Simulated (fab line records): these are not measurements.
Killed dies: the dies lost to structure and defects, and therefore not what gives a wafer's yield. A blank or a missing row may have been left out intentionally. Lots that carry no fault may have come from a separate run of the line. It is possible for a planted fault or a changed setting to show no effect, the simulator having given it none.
fab line records -- flow n5_finfet
[record] lots = 3, wafers = 9, last_day = 18
route steps=1938 shown BEOL_M0_SAQP@683 BEOL_M0_CUTY@701 BEOL_M0@715 BEOL_M4@1111 PASSIVATION@1936
lots with no fault: from the same line, run without faults
start_h: hours from the record's opening day to when the first of the lot's shown wafers began -- wait_h: hours from the lot's prior step to this one -- " unchanged from the row above -- L1.1+2: a single row standing in for several wafers -- - either no value or no given start -- * or withheld: withheld -- < > ~ a bound
route shown NAME@n: a module of which the file shows steps, and the number in the route of the first -- usual: average and standard deviation across the fault-free wafers -- same: alike in all rows -- chamber/n: place in a boat -- sites: the reading at each site -- _std_site: how widely they spread, as a standard deviation -- _edge_site: mean of outer sites minus mean of inner sites -- radius_mm: how far each site lies from the wafer's centre -- mask NAME#n: copy n -- behind: the last tool/chamber to shape the wafer -- hold: cause of the lot's hold/its duration in hours/its outcome -- device: which transistor (n, p or np) failed to switch -- end of line: the tests these same wafers got at the end of their route -- where a step has no rows: the recipe by itself -- killed: dies that structure and defects cost at the first sort, which is not the same as the wafer's yield -- map: shows each die of a wafer: x if killed, . if not, _ if none is there
set.NAME: the setting that was run; set.NAME@STEP: the one run at that earlier step -- model.NAME: the simulator's own value behind a step, which no gauge read
lots at some steps of the route; a table a step, a row a wafer
services: the hour from which a tool's chamber was out of use, counted from the record's first day as start_h (under 0 if before that day), plus the number of hours and why
[[steps]]
[step N5_BEOL_M0_SAQP_COAT_34]
[recipe] resist = CAR-EUV, spin_rpm = 1500, resist_thk_nm = 30
[step N5_BEOL_M0_SAQP_EBR_36]
[recipe] solvent = PGMEA, ebr_width_mm = 1.5
[step N5_BEOL_M0_SAQP_SOFTBAKE_35]
[recipe] temp_c = 110, time_s = 60, resist = CAR-EUV
[step N5_BEOL_M0_SAQP_EXPOSE_37]
[recipe] mask_id = M0_CUT1, na = 0.33, source_shape = annular, sigma_inner = 0.35, sigma_outer = 0.8, polarization = unpolarized, target_cd_nm = 30, dose_mj = 44.75
[step N5_BEOL_M0_SAQP_PEB_38]
[recipe] peb_temp_c = 100, peb_time_s = 60, resist = CAR-EUV
[step N5_BEOL_M0_SAQP_DEVELOP_39]
[recipe] develop_time_s = 30, developer = TMAH, resist = CAR-EUV, rinse_liquid = surfactant_rinse, dry = air_spin, dev_temp_c = 23
[step N5_BEOL_M0_SAQP_DESCUM_45]
[recipe] chemistry = O2, time_s = 7, source_power_w = 50, bias_power_w = 20, pressure_mtorr = 20, rf_frequency_hz = 2.712e+07, temp_c = 40, resist = CAR-EUV, o2_flow_sccm = 225
[step N5_BEOL_M0_SAQP_ETCH_88]
[recipe] chemistry = N2/H2, target = underlayer, target_depth_a = 65, time_s = 5.2, ion_energy_ev = 200, mask_material = CAR-EUV, pressure_mtorr = 30, source_w = 840, bias_w = 150, n2_flow_sccm = 200, h2_flow_sccm = 200, ends = cleared
[step N5_BEOL_M0_SAQP_ETCH_73]
[recipe] chemistry = CF4, target = SiARC, target_depth_a = 195, mask_material = CAR-EUV, time_s = 32.5, ion_energy_ev = 80, pressure_mtorr = 40, source_w = 545, bias_w = 36, Ar_flow_sccm = 100, cf4_flow_sccm = 100, ends = cleared
[step N5_BEOL_M0_SAQP_CUT_ETCH_46]
[recipe] chemistry = N2/H2, target = SOC, target_depth_a = 1350, overetch_a = 270, temp_c = 40, time_s = 202.5, ion_energy_ev = 200, mask_material = SiARC, pressure_mtorr = 30, source_w = 840, bias_w = 150, n2_flow_sccm = 200, h2_flow_sccm = 200
[usual] bias_w = 150.1/0.45, drypump_motor_current_A = 5.8/0.49, rf_vpp_V = 524.0/2.2, showerhead_plenum_p_Torr = 2.54/0.078, throttle_valve_pct = 17.68/0.25
lot.wafer,tool,chamber,start_h,wait_h,bias_w,drypump_motor_current_A,rf_hours_counter_h,rf_vpp_V,showerhead_plenum_p_Torr,throttle_valve_pct,model.SiARC_of_BEOL_M0_SAQP_COAT_72.thk_nm,model.BEOL_M0_SAQP.cd_nm
L631.2,rie_diel-05,0,145.62,0.0,149.6,5.2,176,520.5,2.45,17.85,6,30.2
L631.3,rie_diel-05,3,145.62,0.0,150.5,5.8,192,526.1,2.64,18.13,5,30
L631.4,rie_diel-05,1,145.62,0.0,149.5,6.0,237,526.2,2.60,17.61,5.8,29.8
L638.2,rie_diel-03,3,191.49,0.0,149.9,6.6,33,526.5,2.70,17.61,5.2,30.4
L638.4,rie_diel-03,0,191.49,0.0,150.3,6.0,64,525.0,2.58,18.01,4.2,30.2
L638.5,rie_diel-03,2,191.49,0.0,149.3,5.8,-,524.1,2.57,17.62,5.4,30.6
L649.1,rie_diel-03,0,250.79,0.0,149.9,6.1,82,524.8,2.57,18.05,8.2,28.2
L649.4,rie_diel-03,1,250.79,0.0,150.0,6.6,179,523.3,2.51,17.76,5,29
L649.5,rie_diel-03,0,250.79,0.0,150.0,6.1,-,524.7,2.57,18.05,4.4,29.2
[step N5_BEOL_M0_SAQP_STRIP_74]
[recipe] chemistry = N2/H2, temp_c = 40, n2_flow_sccm = 200, h2_flow_sccm = 200, rf_frequency_hz = 6e+07
[step N5_BEOL_M0_SAQP_STRIP_89]
[recipe] chemistry = N2/H2, temp_c = 40, n2_flow_sccm = 200, h2_flow_sccm = 200, rf_frequency_hz = 6e+07
[step N5_BEOL_M0_SAQP_ALD_48]
[recipe] material = SiO2, target_thk_a = 200, temp_c = 100, ald_precursor_family = BDEAS, ald_co_reactant = O2-plasma, pulse_time_s = 1, co_reactant_pulse_time_s = 1, purge_time_s = 2, co_reactant_purge_time_s = 2, ald_cycles = 139, pressure_torr = 2
[step N5_BEOL_M0_SAQP_ETCH_49]
[recipe] chemistry = CF4/O2, target_depth_a = 370, target = SiO2, pressure_mtorr = 40, source_w = 535, bias_w = 49, Ar_flow_sccm = 100, cf4_flow_sccm = 100, O2_flow_sccm = 10, ion_energy_ev = 100
[usual] bias_w = 48.99/0.14, drypump_motor_current_A = 5.9/0.51, oes_o_777_au = 0.81/0.078, oes_product_au = 0.81/0.075, rf_vpp_V = 241/8.9, showerhead_plenum_p_Torr = 2.22/0.069, throttle_valve_pct = 15.73/0.2
lot.wafer,tool,chamber,start_h,wait_h,bias_w,drypump_motor_current_A,oes_o_777_au,oes_product_au,rf_hours_counter_h,rf_vpp_V,showerhead_plenum_p_Torr,throttle_valve_pct,model.BEOL_M0_SAQP.cd_nm
L631.2,rie_diel-03,3,146.50,0.4,49.11,6.5,0.94,0.91,19,235,2.33,15.50,30.2
L631.3,rie_diel-03,1,146.50,0.4,48.93,6.6,0.75,0.78,145,248,2.19,15.86,30
L631.4,rie_diel-03,0,146.50,0.4,48.99,6.0,0.84,0.86,49,251,2.22,15.70,29.8
L638.2,rie_diel-03,2,192.34,0.4,49.26,5.8,0.79,0.78,113,236,2.21,15.71,30.4
L638.4,rie_diel-03,1,192.34,0.4,48.97,6.5,0.73,0.78,160,248,2.19,15.89,30.2
L638.5,rie_diel-03,3,192.34,0.4,49.02,6.5,0.91,0.90,-,236,2.33,15.54,30.6
L649.1,rie_diel-03,1,252.57,0.3,48.79,6.6,0.71,0.74,179,247,2.18,15.93,28.4
L649.4,rie_diel-03,2,252.57,0.3,48.90,5.8,0.77,0.76,133,233,2.21,15.77,29.2
L649.5,rie_diel-03,1,252.57,0.3,49.09,6.6,0.72,0.74,-,248,2.18,15.95,29.4
[step N5_BEOL_M0_SAQP_STRIP_75]
[recipe] chemistry = CF4, resist = SiARC, power_w = 300, bias_power_w = 75, pressure_mtorr = 50, cf4_flow_sccm = 150, rf_frequency_hz = 6e+07
[step N5_BEOL_M0_CUTY_COAT_50]
[recipe] resist = SiARC, temp_c = 220, time_s = 60, spin_rpm = 1500, resist_thk_nm = 15
[step N5_BEOL_M0_CUTY_COAT_51]
[recipe] resist = CAR-ArF-block, spin_rpm = 1500, resist_thk_nm = 150
[step N5_BEOL_M0_CUTY_EBR_52]
[recipe] solvent = PGMEA, ebr_width_mm = 1.5
[step N5_BEOL_M0_CUTY_SOFTBAKE_53]
[recipe] temp_c = 110, time_s = 60, resist = CAR-ArF-block
[step N5_BEOL_M0_CUTY_EXPOSE_54]
[recipe] mask_id = M0_ABLK, na = 1.35, source_shape = conventional, sigma_outer = 0.8, polarization = unpolarized, dose_mj = 36
[step N5_BEOL_M0_CUTY_PEB_55]
[recipe] peb_temp_c = 110, peb_time_s = 60, resist = CAR-ArF-block
[step N5_BEOL_M0_CUTY_DEVELOP_56]
[recipe] develop_time_s = 30, developer = TMAH, resist = CAR-ArF-block, rinse_liquid = diw, dry = air_spin, dev_temp_c = 23
[step N5_BEOL_M0_CUTY_DESCUM_61]
[recipe] chemistry = O2, time_s = 7.9, source_power_w = 50, bias_power_w = 20, pressure_mtorr = 20, rf_frequency_hz = 2.712e+07, temp_c = 40, resist = CAR-ArF-block, o2_flow_sccm = 225
[step N5_BEOL_M0_CUTY_ETCH_62]
[recipe] chemistry = CF4, target = SiARC, mask_material = CAR-ArF-block, time_s = 58.5, ion_energy_ev = 80, pressure_mtorr = 40, source_w = 545, bias_w = 36, Ar_flow_sccm = 100, cf4_flow_sccm = 100, ends = cleared
[step N5_BEOL_M0_CUTY_ETCH_63]
[recipe] chemistry = N2/H2, target = SOC, target_depth_a = 827, overetch_a = 165, mask_material = SiARC, temp_c = 40, ion_energy_ev = 200, time_s = 124, pressure_mtorr = 30, source_w = 840, bias_w = 150, n2_flow_sccm = 200, h2_flow_sccm = 200
[step N5_BEOL_M0_CUTY_STRIP_64]
[recipe] chemistry = N2/H2, temp_c = 40, n2_flow_sccm = 200, h2_flow_sccm = 200, rf_frequency_hz = 6e+07
[step N5_BEOL_M0_ETCH_138]
[recipe] chemistry = CH3F/O2, target_depth_a = 120, target = SiCN, time_s = 31.6, ion_energy_ev = 120, pressure_mtorr = 30, source_w = 395, bias_w = 75, Ar_flow_sccm = 150, CH3F_flow_sccm = 30, O2_flow_sccm = 20, ends = cleared
[step N5_BEOL_M0_HM_OPEN_105]
[recipe] chemistry = Cl2/BCl3, target_depth_a = 120, target = TiN, ion_energy_ev = 150, pressure_mtorr = 10, icp_w = 1000, bias_w = 126, Cl2_flow_sccm = 53.25, bcl3_flow_sccm = 21.75, Ar_flow_sccm = 25
[step N5_BEOL_M0_STRIP_140]
[recipe] chemistry = CF4, resist = SiARC, power_w = 300, bias_power_w = 75, pressure_mtorr = 50, cf4_flow_sccm = 150, rf_frequency_hz = 6e+07
[step N5_BEOL_M0_STRIP_104]
[recipe] chemistry = N2/H2, power_w = 450, temp_c = 40, pressure_mtorr = 20, rf_frequency_hz = 6e+07, overash_fraction = 0.3, bias_power_w = 7, h2_frac = 0.5, n2_flow_sccm = 200, h2_flow_sccm = 200
[step N5_BEOL_M0_WET_ETCH_106]
[recipe] chemistry = DHF, dilution = 10:1, temp_c = 25, target = SiO2, target_depth_a = 1300, dry = ipa_marangoni, rinse_time_s = 30, rinse_temp_c = 23
[step N5_BEOL_M0_ETCH_128]
[recipe] chemistry = CF4/N2, target_depth_a = 120, overetch_a = 51, target = SiCN, time_s = 21.4, ion_energy_ev = 150, pressure_mtorr = 40, source_w = 430, bias_w = 70, Ar_flow_sccm = 100, cf4_flow_sccm = 60, n2_flow_sccm = 60
[step N5_BEOL_M0_TRENCH_ETCH_107]
[recipe] chemistry = C4F6/O2, target_depth_a = 328, target = SiOC, time_s = 16.4, ion_energy_ev = 250, pressure_mtorr = 30, source_w = 355, bias_w = 185, Ar_flow_sccm = 300, C4F6_flow_sccm = 10, O2_flow_sccm = 10
[step N5_BEOL_M0_STRIP_142]
[recipe] chemistry = N2/H2, time_s = 10, power_w = 450, temp_c = 40, pressure_mtorr = 20, rf_frequency_hz = 6e+07, bias_power_w = 7, n2_flow_sccm = 200, h2_flow_sccm = 200
[step N5_BEOL_M0_HM_STRIP_129]
[recipe] chemistry = peroxide_tin_strip, material = TiN, target_depth_a = 170, temp_c = 50, time_s = 108
[step N5_BEOL_M4_RC_MEAS_101]
[usual] DIBL_N = 37.2/2.5, DIBL_P = 38/3, IOFF_N = 0.17/0.044, IOFF_P = 0.24/0.059, ION_N = 667/13, ION_P = 461/7.9, SS_N = 71.8/0.86, SS_P = 73.6/0.92, VT_N = 250/4.1, VT_P = -249/3.9
lot.wafer,tool,chamber,start_h,wait_h,DIBL_N[mV/V],DIBL_P[mV/V],IOFF_N[nA/um],IOFF_P[nA/um],ION_N[uA/um],ION_P[uA/um],SS_N[mV/dec],SS_P[mV/dec],VT_N[mV],VT_P[mV]
L631.2,prober-01,0,212.88,0.2,38.8,37,0.17,0.23,678,460,72.1,74.2,254,-251
L631.3,prober-01,0,212.88,0.2,39.8,40,0.21,0.28,681,462,72.1,74.6,249,-247
L631.4,prober-01,0,212.88,0.2,39.7,39,0.20,0.26,678,458,71.8,74.3,251,-248
L638.2,prober-01,0,253.40,0.2,40.6,41,0.22,0.42,684,483,73.4,74.5,244,-238
L638.4,prober-01,0,253.40,0.2,40.4,40,0.19,0.34,668,469,73.3,73.7,250,-241
L638.5,prober-01,0,253.40,0.2,37.3,37,0.16,0.29,668,476,71.8,73.7,249,-242
L649.4,prober-02,0,314.55,0.5,34.6,34,0.13,0.17,657,447,70.6,72.6,256,-253
L649.5,prober-02,0,314.55,0.5,35.4,35,0.14,0.18,660,454,71.4,72.5,252,-253
[step N5_PASSIVATION_PROBE_49]
[usual] defect_limited_yield = 91.5/1.4, killed_at_M0_to_M3 = 32/11, killed_at_M4_up = 12/4.4, killed_at_contacts = 13/6.1, killed_at_front_end = 39/12, killed_at_other = 3.9/3, killed_dies = 100/17, killed_on_rim = 13/3.9, killed_open = 66/12, killed_short = 33/7.4, sort_bin_4_leakage = 0.03/0.14, sort_bin_5_function = 5.0/0.95, sort_bin_6_memory = 3.2/0.66, sort_n_pass = 1079/17, sort_yield_pct = 91.4/1.5
[same] gross_dies = 1180, killed_at_back_side = 0, sort_bin_8_speed[%] = 0
lot.wafer,tool,chamber,start_h,wait_h,defect_limited_yield[%],killed_at_M0_to_M3,killed_at_M4_up,killed_at_contacts,killed_at_front_end,killed_at_other,killed_dies,killed_on_rim,killed_open,killed_short,sort_bin_4_leakage[%],sort_bin_5_function[%],sort_bin_6_memory[%],sort_n_pass,sort_yield_pct[%]
L631.2,prober-02,-,324.87,0.1,88.9,43,6,18,62,2,131,22,77,44,0,6.0,4.2,1049,88.9
L631.3,prober-02,-,324.92,0.1,90.8,32,7,12,43,14,108,16,65,41,0,5.8,3.3,1072,90.8
L631.4,prober-02,-,324.97,0.2,91.4,49,12,7,33,1,102,13,69,33,0,4.0,4.4,1078,91.4
L638.2,prober-02,-,353.66,0.1,90.4,33,15,12,46,7,113,10,81,29,0.34,5.4,3.9,1063,90.1
L638.4,prober-02,-,353.76,0.2,93.5,28,4,8,29,8,77,9,40,35,0,3.8,2.3,1103,93.5
L638.5,prober-02,-,353.81,0.2,90.0,36,9,12,50,11,118,15,80,35,0,5.8,3.8,1062,90.0
L649.1,prober-02,-,422.25,0.0,0,1104,9,10,51,6,1180,152,66,32,0,96.3,3.6,0,0
L649.4,prober-02,-,422.40,0.2,91.4,26,13,10,46,7,102,18,73,28,0,4.6,3.9,1078,91.4
L649.5,prober-02,-,422.45,0.2,91.6,31,10,7,46,5,99,8,74,24,0,5.0,3.2,1081,91.6
// killed by level:class
L631.2 MOL_CONTACT_COAG:geometric_particle:open=15 FIN_SAQP:geometric_particle:open=11 FIN_SAQP:geometric_particle:short=10 BEOL_M0_SAQP:geometric_particle:open=10 BEOL_M0_SAQP:geometric_particle:short=9 BEOL_M2:geometric_particle:open=7 BEOL_M3:geometric_particle:open=6 HKMG_FIN:area_etch=6
L631.3 BEOL_M0_SAQP:geometric_particle:short=10 MOL_CONTACT_COAG:geometric_particle:open=9 FIN_SAQP:geometric_particle:open=8 BEOL_M0_SAQP:geometric_particle:open=8 GATE_CUT:geometric_particle:short=7 MIM_TOP:geometric_particle:short=7 DUMMY_GATE:geometric_particle:open=6 BEOL_M1:geometric_particle:open=5
L631.4 BEOL_M0_SAQP:geometric_particle:open=11 BEOL_M3:geometric_particle:open=11 BEOL_M1:geometric_particle:open=10 BEOL_M0_SAQP:geometric_particle:short=8 FIN_SAQP:geometric_particle:open=6 STI_FIN_REVEAL:geometric_particle:open=5 STARTING-WAFER:geometric_particle:short=4 GATE_CUT:geometric_particle:short=4
L638.2 STI_FIN_REVEAL:geometric_particle:open=17 MOL_CONTACT_COAG:geometric_particle:open=10 BEOL_M1:geometric_particle:open=10 BEOL_M0_SAQP:geometric_particle:short=9 BEOL_M0_SAQP:geometric_particle:open=8 FIN_SAQP:geometric_particle:short=7 FIN_SAQP:geometric_particle:open=7 DUMMY_GATE:geometric_particle:open=4
L638.4 MOL_CONTACT_COAG:geometric_particle:open=6 BEOL_M0_SAQP:geometric_particle:short=6 BEOL_M0_SAQP:geometric_particle:open=6 BEOL_M2:geometric_particle:open=6 FIN_SAQP:geometric_particle:open=5 ILD0:geometric_particle:short=5 STI_FIN_REVEAL:geometric_particle:open=4 STI_FIN_REVEAL:geometric_particle:short=4
L638.5 STI_FIN_REVEAL:geometric_particle:open=19 BEOL_M3:geometric_particle:open=12 BEOL_M0_SAQP:geometric_particle:open=7 FIN_SAQP:geometric_particle:short=6 MOL_CONTACT_COAG:geometric_particle:open=6 STARTING-WAFER:geometric_particle:open=6 BEOL_M1:geometric_particle:open=5 ILD0:geometric_particle:open=4
L649.1 BEOL_M0_SAQP:area_etch=1082 GATE_CUT:geometric_particle:open=12 FIN_SAQP:geometric_particle:short=9 GATE_CUT:geometric_particle:short=8 FIN_SAQP:geometric_particle:open=6 DUMMY_GATE:geometric_particle:open=6 MOL_CONTACT_COAG:geometric_particle:open=6 BEOL_M2:geometric_particle:open=6
L649.4 MOL_CONTACT_COAG:geometric_particle:open=10 DUMMY_GATE:geometric_particle:open=9 BEOL_M1:geometric_particle:open=9 STI_FIN_REVEAL:geometric_particle:open=8 GATE_CUT:geometric_particle:open=6 GATE_CUT:geometric_particle:short=6 BEOL_M2:geometric_particle:open=5 BEOL_M6:geometric_particle:open=5
L649.5 FIN_SAQP:geometric_particle:open=10 MOL_CONTACT_COAG:geometric_particle:open=7 BEOL_M3:geometric_particle:open=7 BEOL_M1:geometric_particle:open=7 DUMMY_GATE:geometric_particle:open=6 GATE_CUT:geometric_particle:open=6 BEOL_M0_SAQP:geometric_particle:short=6 GATE_CUT:geometric_particle:short=5
// map L649.1 (x killed, . not)
_________________xxxxxxxxxxxx________________
______________xxxxxxxxxxxxxxxxxx_____________
___________xxxxxxxxxxxxxxxxxxxxxxxx__________
__________xxxxxxxxxxxxxxxxxxxxxxxxxx_________
________xxxxxxxxxxxxxxxxxxxxxxxxxxxxxx_______
_______xxxxxxxxxxxxxxxxxxxxxxxxxxxxxxxx______
______xxxxxxxxxxxxxxxxxxxxxxxxxxxxxxxxxx_____
_____xxxxxxxxxxxxxxxxxxxxxxxxxxxxxxxxxxxx____
____xxxxxxxxxxxxxxxxxxxxxxxxxxxxxxxxxxxxxx___
___xxxxxxxxxxxxxxxxxxxxxxxxxxxxxxxxxxxxxxxx__
___xxxxxxxxxxxxxxxxxxxxxxxxxxxxxxxxxxxxxxxx__
__xxxxxxxxxxxxxxxxxxxxxxxxxxxxxxxxxxxxxxxxxx_
__xxxxxxxxxxxxxxxxxxxxxxxxxxxxxxxxxxxxxxxxxx_
_xxxxxxxxxxxxxxxxxxxxxxxxxxxxxxxxxxxxxxxxxxxx
_xxxxxxxxxxxxxxxxxxxxxxxxxxxxxxxxxxxxxxxxxxxx
_xxxxxxxxxxxxxxxxxxxxxxxxxxxxxxxxxxxxxxxxxxxx
_xxxxxxxxxxxxxxxxxxxxxxxxxxxxxxxxxxxxxxxxxxxx
_xxxxxxxxxxxxxxxxxxxxxxxxxxxxxxxxxxxxxxxxxxxx
_xxxxxxxxxxxxxxxxxxxxxxxxxxxxxxxxxxxxxxxxxxxx
_xxxxxxxxxxxxxxxxxxxxxxxxxxxxxxxxxxxxxxxxxxxx
_xxxxxxxxxxxxxxxxxxxxxxxxxxxxxxxxxxxxxxxxxxxx
__xxxxxxxxxxxxxxxxxxxxxxxxxxxxxxxxxxxxxxxxxx_
__xxxxxxxxxxxxxxxxxxxxxxxxxxxxxxxxxxxxxxxxxx_
___xxxxxxxxxxxxxxxxxxxxxxxxxxxxxxxxxxxxxxxx__
___xxxxxxxxxxxxxxxxxxxxxxxxxxxxxxxxxxxxxxxx__
____xxxxxxxxxxxxxxxxxxxxxxxxxxxxxxxxxxxxxx___
_____xxxxxxxxxxxxxxxxxxxxxxxxxxxxxxxxxxxx____
______xxxxxxxxxxxxxxxxxxxxxxxxxxxxxxxxxx_____
_______xxxxxxxxxxxxxxxxxxxxxxxxxxxxxxxx______
________xxxxxxxxxxxxxxxxxxxxxxxxxxxxxx_______
__________xxxxxxxxxxxxxxxxxxxxxxxxxx_________
___________xxxxxxxxxxxxxxxxxxxxxxxx__________
______________xxxxxxxxxxxxxxxxxx_____________
_________________xxxxxxxxxxxx________________
// map L638.5 (x killed, . not)
_________________............________________
______________.x..x....x........_____________
___________........................__________
__________..x...............xx..x..._________
________....x..x.................x..x._______
_______...............x.x..............______
______....xx...x.......x...............x_____
_____..x...........x.............x....x.x____
____......x......................x....x...___
___......x..............x.....x.....x......__
___.....x.........................x....x...__
__x......................x.....x...x........_
__.x.................x......................_
_..x..x..x........x................x.........
_....x....x.....x.........x..x.x......x...x..
_..x..............x...............x.....x....
_......x.............xx............xx.x......
_............x.........x.xx..........x.......
_x.x........x....x......x..x.....x.x.xxx.....
_.x.............x........x.............x.....
_............................xx............x.
__..........................xx....xx...x...._
__...x...........x.........................._
___........x.......x.......................__
___...............................x........__
____x.........................x...........___
_____x...x.......x.................x.x.xx____
______...........x....x................._____
_______.x.xx.......x........x.....x....______
________......x........x.............._______
__________........................x._________
___________......x................x__________
______________.................._____________
_________________.x..........________________
[[services]]
tool,chamber,start_h,hours,kind
rie_diel-03,-,134.45,2.8,pm
rie_diel-05,-,139.00,2.8,pm
rie_diel-05,3,158.44,5.2,repair
rie_diel-05,-,183.76,15.6,pm
rie_diel-05,0,200.72,8.9,repair
rie_diel-05,1,203.12,7.6,repair
rie_diel-05,1,211.16,-,clean
rie_diel-05,1,211.16,-,consumable_replace:focus_ring
rie_diel-05,1,211.16,31.8,scheduled_down
rie_diel-05,1,211.16,31.8,vent_cycle
rie_diel-05,3,215.05,2.0,repair
[[key]]
[first_sign] step = N5_PASSIVATION_PROBE_49, reading = killed_at_M0_to_M3, direction = up, sigmas = 99+, usual = 32, struck = 1104
[effect] step = N5_PASSIVATION_PROBE_49, reading = sort_bin_5_function, direction = up, sigmas = 96, usual = 5.0, struck = 96.3
[model_effect] step = N5_BEOL_M0_SAQP_CUT_ETCH_46, value = SiARC_of_BEOL_M0_SAQP_COAT_72.thk_nm, without = 4.4, struck = 8.2
[model_effect] step = N5_BEOL_M0_SAQP_ETCH_49, value = BEOL_M0_SAQP.cd_nm, without = 29.8, struck = 28.4
[more_kills_born_at] N5_BEOL_M0_SAQP_CUT_ETCH_46@rie_diel-03 = 1082
met_at N5_BEOL_M0_SAQP_CUT_ETCH_46
struck_wafers L649.1
later_rows_left_out L649.1
onset_between 191.49 250.79
[fault] kind = process_parameter_drift, tool = rie_diel-03, chamber = -, onset_h = 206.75, steps = N5_BEOL_M0_SAQP_CUT_ETCH_46, channel = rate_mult, offset = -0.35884, shape = step, end_h = 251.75, scope = struck_wafers_only
// later_rows_left_out: the simulator's readings of these wafers behind a module that went badly wrong aren't trusted and aren't shown, but for the sort
